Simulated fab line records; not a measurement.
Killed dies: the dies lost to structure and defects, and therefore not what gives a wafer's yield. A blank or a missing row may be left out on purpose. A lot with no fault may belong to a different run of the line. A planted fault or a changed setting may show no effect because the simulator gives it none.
Which tool was responsible? || flow nand harc || 16 wafers from 6 lots sampled at 5 of the route's 1302 steps

WHAT EACH GAUGE READ, for each wafer
NHARC_END_SORT_01.
{"lot": "L272", "measured": "day 31 20:13", "on": "prober-02", "killed at array": 55}

EACH LOT AND THE TOOL THAT RAN IT (in order: tool; ch and the chambers of the sampled wafers; start)
{"lot": "L262", "NHARC_A_CONTACT_ETCH_88": "rie diel-11 ch 0,1,3, day 24 06:33", "NHARC_A_CONTACT_ETCH_136": "har cap etch-01 ch 1, day 24 08:02", "NHARC_A_CONTACT_ALD_18": "ald metal-04 ch 0,2,3, day 24 10:38", "NHARC_A_CONTACT_CMP_20": "cmp-01 ch 0,3, day 24 11:41"}
{"lot": "L265", "NHARC_A_CONTACT_ETCH_88": "rie diel-08 ch 1,2,3, day 25 17:15", "NHARC_A_CONTACT_ETCH_136": "har cap etch-01 ch 0,1, day 25 18:49", "NHARC_A_CONTACT_ALD_18": "ald metal-03 ch 0,1,3, day 25 21:28", "NHARC_A_CONTACT_CMP_20": "cmp-01 ch 0,1,2, day 25 22:35"}
{"lot": "L267", "NHARC_A_CONTACT_ETCH_88": "rie diel-03 ch 0,2,3, day 27 04:20", "NHARC_A_CONTACT_ETCH_136": "har cap etch-02 ch 0,1, day 27 06:05", "NHARC_A_CONTACT_ALD_18": "ald metal-04 ch 0,3, day 27 08:35", "NHARC_A_CONTACT_CMP_20": "cmp-01 ch 0,1,2, day 27 09:43"}
{"lot": "L271", "NHARC_A_CONTACT_ETCH_88": "rie diel-03 ch 0, day 28 04:00", "NHARC_A_CONTACT_ETCH_136": "har cap etch-01 ch 1, day 28 05:44", "NHARC_A_CONTACT_ALD_18": "ald metal-01 ch 0, day 28 08:12", "NHARC_A_CONTACT_CMP_20": "cmp-01 ch 1, day 28 09:17"}
{"lot": "L272", "NHARC_A_CONTACT_ETCH_88": "rie diel-03 ch 0,2,3, day 29 13:10", "NHARC_A_CONTACT_ETCH_136": "har cap etch-02 ch 0,1, day 29 14:43", "NHARC_A_CONTACT_ALD_18": "ald metal-01 ch 0,1, day 29 17:16", "NHARC_A_CONTACT_CMP_20": "cmp-01 ch 0,3, day 29 18:22"}
{"lot": "L277", "NHARC_A_CONTACT_ETCH_88": "rie diel-11 ch 0,2,3, day 31 04:18", "NHARC_A_CONTACT_ETCH_136": "har cap etch-02 ch 0,1, day 31 06:23", "NHARC_A_CONTACT_ALD_18": "ald metal-01 ch 1,2,3, day 31 08:53", "NHARC_A_CONTACT_CMP_20": "cmp-02 ch 0,2,3, day 31 09:59"}
- NHARC_A_CONTACT_ETCH_88: etches the open film in CF4, target depth 39 nm, time 65 s.
- NHARC_A_CONTACT_ETCH_136: etches the open film in C4F8/O2/Ar, time 311 s, target depth 1912 nm.
- NHARC_A_CONTACT_ALD_18: deposits TiN, target thk 3 nm, pulse time 1 s, ald cycles 150.
- NHARC_A_CONTACT_CMP_20: polishes, t overpolish 30 s, target thk 300 nm.

THE ANSWER, worked out from the rows above alone
Rule: what is usual is taken from the lots themselves. Put in order of their means at a reading, lots are off if they are a third of the lots or fewer, leave a main group of 4 or more, and stand apart from it by a gap of 3 or more times the standard deviation of the main group's means; of several such gaps the widest counts. If all means in a main group match to the digits the tables above print for the reading, that group is not used. Also off: a lot with no number at a reading for which 4 or more lots have one. Where the step has rows for the other lots, those lots are counted as sound.
None of the lots is off at any reading shown; this tells nothing.

WHAT HAD BEEN PUT IN BY THE SIMULATOR
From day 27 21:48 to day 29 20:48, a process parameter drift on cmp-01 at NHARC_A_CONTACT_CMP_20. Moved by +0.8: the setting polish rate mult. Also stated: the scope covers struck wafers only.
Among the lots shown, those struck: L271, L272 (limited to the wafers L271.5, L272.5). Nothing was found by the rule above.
